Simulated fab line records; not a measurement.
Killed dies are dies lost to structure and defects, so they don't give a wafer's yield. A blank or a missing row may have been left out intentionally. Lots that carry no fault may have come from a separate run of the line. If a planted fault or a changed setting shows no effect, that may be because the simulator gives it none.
Matching of chambers || flow nand-harc || 4 sister chambers for NHARC_A_CONTACT_ETCH_88 on rie-diel-11
The step etches the open film in CF4, target depth 39 nm, time 65 s. 16 wafers are shown with their chamber, then 8 later ones without.

WAFERS, EACH WITH ITS CHAMBER
{"wafer": "L949.1", "chamber": 1, "showerhead-plenum-p-Torr (Torr)": 1.66, "drypump-motor-current-A (A)": 6.1, "cf4-flow-sccm (sccm)": 150.2}
{"wafer": "L949.4", "chamber": 3, "showerhead-plenum-p-Torr (Torr)": 1.84, "drypump-motor-current-A (A)": 5.1, "cf4-flow-sccm (sccm)": 150.0}
{"wafer": "L949.5", "chamber": 1, "showerhead-plenum-p-Torr (Torr)": 1.66, "drypump-motor-current-A (A)": 6.1, "cf4-flow-sccm (sccm)": 150.6}
{"wafer": "L950.1", "chamber": 3, "showerhead-plenum-p-Torr (Torr)": 1.84, "drypump-motor-current-A (A)": 5.0, "cf4-flow-sccm (sccm)": 149.6}
{"wafer": "L950.3", "chamber": 0, "showerhead-plenum-p-Torr (Torr)": 1.87, "drypump-motor-current-A (A)": 5.4, "cf4-flow-sccm (sccm)": 150.5}
{"wafer": "L950.5", "chamber": 3, "showerhead-plenum-p-Torr (Torr)": 1.84, "drypump-motor-current-A (A)": 5.0, "cf4-flow-sccm (sccm)": 149.9}
{"wafer": "L953.1", "chamber": 0, "showerhead-plenum-p-Torr (Torr)": 1.86, "drypump-motor-current-A (A)": 5.4, "cf4-flow-sccm (sccm)": 150.6}
{"wafer": "L953.3", "chamber": 2, "showerhead-plenum-p-Torr (Torr)": 1.67, "drypump-motor-current-A (A)": 5.8, "cf4-flow-sccm (sccm)": 150.6}
{"wafer": "L953.5", "chamber": 0, "showerhead-plenum-p-Torr (Torr)": 1.86, "drypump-motor-current-A (A)": 5.4, "cf4-flow-sccm (sccm)": 150.9}
{"wafer": "L954.3", "chamber": 3, "showerhead-plenum-p-Torr (Torr)": 1.83, "drypump-motor-current-A (A)": 5.0, "cf4-flow-sccm (sccm)": 149.8}
{"wafer": "L954.4", "chamber": 2, "showerhead-plenum-p-Torr (Torr)": 1.67, "drypump-motor-current-A (A)": 5.8, "cf4-flow-sccm (sccm)": 150.8}
{"wafer": "L954.5", "chamber": 1, "showerhead-plenum-p-Torr (Torr)": 1.65, "drypump-motor-current-A (A)": 6.1, "cf4-flow-sccm (sccm)": 150.1}
{"wafer": "L956.2", "chamber": 1, "showerhead-plenum-p-Torr (Torr)": 1.65, "drypump-motor-current-A (A)": 6.0, "cf4-flow-sccm (sccm)": 150.4}
{"wafer": "L956.5", "chamber": 1, "showerhead-plenum-p-Torr (Torr)": 1.65, "drypump-motor-current-A (A)": 6.1, "cf4-flow-sccm (sccm)": 149.5}
{"wafer": "L956.6", "chamber": 0, "showerhead-plenum-p-Torr (Torr)": 1.86, "drypump-motor-current-A (A)": 5.4, "cf4-flow-sccm (sccm)": 150.6}
{"wafer": "L958.4", "chamber": 1, "showerhead-plenum-p-Torr (Torr)": 1.65, "drypump-motor-current-A (A)": 6.1, "cf4-flow-sccm (sccm)": 151.1}

SIGNATURES (means of the wafers above)
{"reading": "showerhead-plenum-p-Torr", "chamber 0": 1.8625, "chamber 1": 1.6533, "chamber 2": 1.6700, "chamber 3": 1.8375, "scatter within a chamber": 0.00486}
{"reading": "drypump-motor-current-A", "chamber 0": 5.400, "chamber 1": 6.083, "chamber 2": 5.800, "chamber 3": 5.025, "scatter within a chamber": 0.0363}
{"reading": "cf4-flow-sccm", "chamber 0": 150.650, "chamber 1": 150.317, "chamber 2": 150.700, "chamber 3": 149.825, "scatter within a chamber": 0.368}
Rule: a wafer's distance from a chamber is the root of the sum, over the readings, of the square of ((its reading less the chamber's mean) divided by the reading's scatter). If the next closest chamber is less than 2 further off than the closest, the wafer can't be placed; otherwise it belongs to the closest. The scatter: the root of (the sum of the squares of (reading less its chamber's mean) over the shown wafers, divided by (wafers less chambers)).

WAFERS WHOSE CHAMBER IS MISSING
{"wafer": "L958.5", "showerhead-plenum-p-Torr (Torr)": 1.65, "drypump-motor-current-A (A)": 6.1, "cf4-flow-sccm (sccm)": 150.5}
{"wafer": "L958.6", "showerhead-plenum-p-Torr (Torr)": 1.86, "drypump-motor-current-A (A)": 5.4, "cf4-flow-sccm (sccm)": 150.6}
{"wafer": "L964.1", "showerhead-plenum-p-Torr (Torr)": 1.65, "drypump-motor-current-A (A)": 6.0, "cf4-flow-sccm (sccm)": 150.1}
{"wafer": "L964.5", "showerhead-plenum-p-Torr (Torr)": 1.65, "drypump-motor-current-A (A)": 6.1, "cf4-flow-sccm (sccm)": 150.2}
{"wafer": "L964.6", "showerhead-plenum-p-Torr (Torr)": 1.67, "drypump-motor-current-A (A)": 5.8, "cf4-flow-sccm (sccm)": 150.0}
{"wafer": "L971.1", "showerhead-plenum-p-Torr (Torr)": 1.65, "drypump-motor-current-A (A)": 6.1, "cf4-flow-sccm (sccm)": 149.3}
{"wafer": "L971.2", "showerhead-plenum-p-Torr (Torr)": 1.83, "drypump-motor-current-A (A)": 5.1, "cf4-flow-sccm (sccm)": 149.4}
{"wafer": "L971.3", "showerhead-plenum-p-Torr (Torr)": 1.67, "drypump-motor-current-A (A)": 5.8, "cf4-flow-sccm (sccm)": 149.9}

WHICH CHAMBER EACH WENT THROUGH
{"wafer": "L958.5", "from the rows above": 1, "in truth": 1}
{"wafer": "L958.6", "from the rows above": 0, "in truth": 0}
{"wafer": "L964.1", "from the rows above": 1, "in truth": 1}
{"wafer": "L964.5", "from the rows above": 1, "in truth": 1}
{"wafer": "L964.6", "from the rows above": 2, "in truth": 2}
{"wafer": "L971.1", "from the rows above": 1, "in truth": 1}
{"wafer": "L971.2", "from the rows above": 3, "in truth": 3}
{"wafer": "L971.3", "from the rows above": 2, "in truth": 2}
8 of 8 placed correctly. Can't be placed from these rows: 0. 0 placed wrongly.
